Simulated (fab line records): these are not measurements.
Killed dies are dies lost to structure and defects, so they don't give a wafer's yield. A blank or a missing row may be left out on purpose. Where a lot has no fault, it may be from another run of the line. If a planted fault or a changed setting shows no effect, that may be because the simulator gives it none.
Matching of chambers || flow nand_harc || NHARC_A_M0_PRE_CLEAN_31 on pecvd-03 has 3 sister chambers
The step time 12 s. 16 wafers are shown with their chamber, then 8 later ones without.

WAFERS, EACH WITH ITS CHAMBER
{"wafer": "L082.1", "chamber": 2, "heater_power_w (W)": 706, "susceptor_temp_C (C)": 370.25}
{"wafer": "L082.3", "chamber": 1, "heater_power_w (W)": 601, "susceptor_temp_C (C)": 369.75}
{"wafer": "L082.6", "chamber": 1, "heater_power_w (W)": 596, "susceptor_temp_C (C)": 369.71}
{"wafer": "L081.3", "chamber": 0, "heater_power_w (W)": 726, "susceptor_temp_C (C)": 369.94}
{"wafer": "L081.4", "chamber": 0, "heater_power_w (W)": 711, "susceptor_temp_C (C)": 369.88}
{"wafer": "L081.5", "chamber": 2, "heater_power_w (W)": 704, "susceptor_temp_C (C)": 369.79}
{"wafer": "L085.3", "chamber": 2, "heater_power_w (W)": 706, "susceptor_temp_C (C)": 369.83}
{"wafer": "L085.5", "chamber": 1, "heater_power_w (W)": 554, "susceptor_temp_C (C)": 370.21}
{"wafer": "L085.6", "chamber": 2, "heater_power_w (W)": 710, "susceptor_temp_C (C)": 369.53}
{"wafer": "L083.1", "chamber": 1, "heater_power_w (W)": 535, "susceptor_temp_C (C)": 370.11}
{"wafer": "L083.4", "chamber": 2, "heater_power_w (W)": 751, "susceptor_temp_C (C)": 369.99}
{"wafer": "L083.5", "chamber": 1, "heater_power_w (W)": 540, "susceptor_temp_C (C)": 370.11}
{"wafer": "L084.3", "chamber": 1, "heater_power_w (W)": 615, "susceptor_temp_C (C)": 369.68}
{"wafer": "L084.4", "chamber": 0, "heater_power_w (W)": 702, "susceptor_temp_C (C)": 370.30}
{"wafer": "L084.6", "chamber": 2, "heater_power_w (W)": 700, "susceptor_temp_C (C)": 369.76}
{"wafer": "L086.2", "chamber": 0, "heater_power_w (W)": 757, "susceptor_temp_C (C)": 369.71}

SIGNATURES, as means of the wafers listed above
{"reading": "heater_power_w", "chamber 0": 724.00, "chamber 1": 573.50, "chamber 2": 712.83, "scatter within a chamber": 27.1}
{"reading": "susceptor_temp_C", "chamber 0": 369.9575, "chamber 1": 369.9283, "chamber 2": 369.8583, "scatter within a chamber": 0.243}
Rule: for a wafer and a chamber, the distance is found by dividing, reading by reading, the gap between the wafer's reading and the chamber's mean by the reading's scatter, squaring, summing and taking the root. The wafer belongs to the nearest chamber; if the next one is less than 2 further off, it can't be placed. The scatter is the square root of a quotient: the sum, over the shown wafers, of each reading's squared deviation from its chamber's mean, divided by wafers minus chambers.

WAFERS WHOSE CHAMBER IS MISSING
{"wafer": "L086.4", "heater_power_w (W)": 529, "susceptor_temp_C (C)": 370.22}
{"wafer": "L086.5", "heater_power_w (W)": 723, "susceptor_temp_C (C)": 370.17}
{"wafer": "L087.2", "heater_power_w (W)": 735, "susceptor_temp_C (C)": 369.80}
{"wafer": "L087.5", "heater_power_w (W)": 587, "susceptor_temp_C (C)": 370.03}
{"wafer": "L087.6", "heater_power_w (W)": 725, "susceptor_temp_C (C)": 369.94}
{"wafer": "L088.4", "heater_power_w (W)": 644, "susceptor_temp_C (C)": 369.78}
{"wafer": "L088.5", "heater_power_w (W)": 621, "susceptor_temp_C (C)": 369.95}
{"wafer": "L088.6", "heater_power_w (W)": 589, "susceptor_temp_C (C)": 370.00}

WHICH CHAMBER EACH WENT THROUGH
{"wafer": "L086.4", "from the rows above": 1, "in truth": 1}
{"wafer": "L086.5", "from the rows above": "can't be placed: 0 or 2", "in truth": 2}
{"wafer": "L087.2", "from the rows above": "can't be placed: 0 or 2", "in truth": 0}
{"wafer": "L087.5", "from the rows above": 1, "in truth": 1}
{"wafer": "L087.6", "from the rows above": "can't be placed: 0 or 2", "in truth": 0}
{"wafer": "L088.4", "from the rows above": "can't be placed: 2 or 1 or 0", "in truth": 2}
{"wafer": "L088.5", "from the rows above": "can't be placed: 1 or 2", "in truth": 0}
{"wafer": "L088.6", "from the rows above": 1, "in truth": 1}
Placed correctly: 3 of 8. Not placeable from these rows: 5 (in 4, the candidates include the true chamber). 0 placed wrongly.
